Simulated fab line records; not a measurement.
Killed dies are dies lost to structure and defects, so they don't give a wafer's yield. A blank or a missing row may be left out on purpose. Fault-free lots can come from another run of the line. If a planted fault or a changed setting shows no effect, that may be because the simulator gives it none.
Split-lot experiment + flow n5Finfet + 7 lots, 21 wafers read, on a route of 1938 steps

## SPLIT DETAILS
At N5_BEOL_M0_ETCH_138 (etches SiCN in CH3F/O2, target depth 12 nm, time 31.6 s), the setting biasW was moved away from the recipe's 75 W on 8 of the 21 wafers read, by -9.8% to +16.1%. This setting was run at the recipe's value on the other wafers.

The reading comes from the split's own step.

## THE READING
rfVppV, in V, at N5_BEOL_M0_ETCH_138 (etches SiCN in CH3F/O2, target depth 12 nm, time 31.6 s). A value of 297.0 V with a standard deviation of 1.2 V is what fault-free wafers of this fab line usually give.

| wafer  | tool, chamber at the split | biasW as run, W | against the recipe | rfVppV, V | against lot-mates on the recipe |
|--------|----------------------------|-----------------|--------------------|-----------|---------------------------------|
| L077.1 | rieDiel-05, 0              | 75              | recipe             | 296.7     | -                               |
| L077.5 | rieDiel-05, 3              | 67.68           | -9.8%              | 278.9     | -17.8                           |
| L077.6 | rieDiel-05, 0              | 67.68           | -9.8%              | 276.6     | -20.1                           |
| L080.1 | rieDiel-05, 0              | 75              | recipe             | 295.9     | -                               |
| L080.3 | rieDiel-05, 3              | 82.75           | +10.3%             | 316.6     | +20.1                           |
| L080.6 | rieDiel-05, 3              | 75              | recipe             | 297.1     | -                               |
| L081.1 | rieDiel-05, 3              | 75              | recipe             | 296.8     | -                               |
| L081.2 | rieDiel-05, 1              | 75              | recipe             | 295.0     | -                               |
| L081.5 | rieDiel-05, 0              | 75              | recipe             | 296.7     | -                               |
| L082.2 | rieDiel-05, 1              | 70.43           | -6.1%              | 284.9     | -12.6                           |
| L082.3 | rieDiel-05, 3              | 75              | recipe             | 297.2     | -                               |
| L082.4 | rieDiel-05, 0              | 75              | recipe             | 297.8     | -                               |
| L086.2 | rieDiel-05, 2              | 68.09           | -9.2%              | 278.4     | no lot-mate on the recipe       |
| L086.5 | rieDiel-05, 2              | 68.09           | -9.2%              | 279.7     | no lot-mate on the recipe       |
| L086.6 | rieDiel-05, 3              | 68.09           | -9.2%              | 279.2     | no lot-mate on the recipe       |
| L091.3 | rieDiel-01, 0              | 75              | recipe             | 296.8     | -                               |
| L091.4 | rieDiel-01, 2              | 75              | recipe             | 299.3     | -                               |
| L091.6 | rieDiel-01, 1              | 75              | recipe             | 296.6     | -                               |
| L093.2 | rieDiel-04, 2              | 87.04           | +16.1%             | 324.6     | +28.8                           |
| L093.3 | rieDiel-04, 0              | 75              | recipe             | 295.8     | -                               |
| L093.5 | rieDiel-04, 2              | 75              | recipe             | 295.8     | -                               |

THE FIT
A straight line over all 21 wafers: rfVppV changes by +1.86 V for each +1% of biasW; r = +1.00; the points scatter about the line by 1.1 V.
The same after taking each lot's own level away (the mean of its wafers on the recipe; 18 wafers): +1.89 V for each +1%; r = +1.00; scatter 0.93 V.
On that fit, the largest move of biasW shifts the reading by 30 V.
Across the lots, their own levels run from 295.80 to 297.57 V, a range of 1.5 times the standard deviation given above.
So the lot-to-lot level changes the slope little: the two slopes agree.
Check: for one of the wafers moved furthest among these (+16.1%), held out of the fit, the line's prediction against its lot-mates is +31.4 V. It came out at +28.8 V against them.
Tool readings at the split's step, against how far the setting was moved: rfVppV r = +1.00.

## FILE'S OWN FIT
rfVppV changes by +1.87 V for each +1% of biasW, r = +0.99.
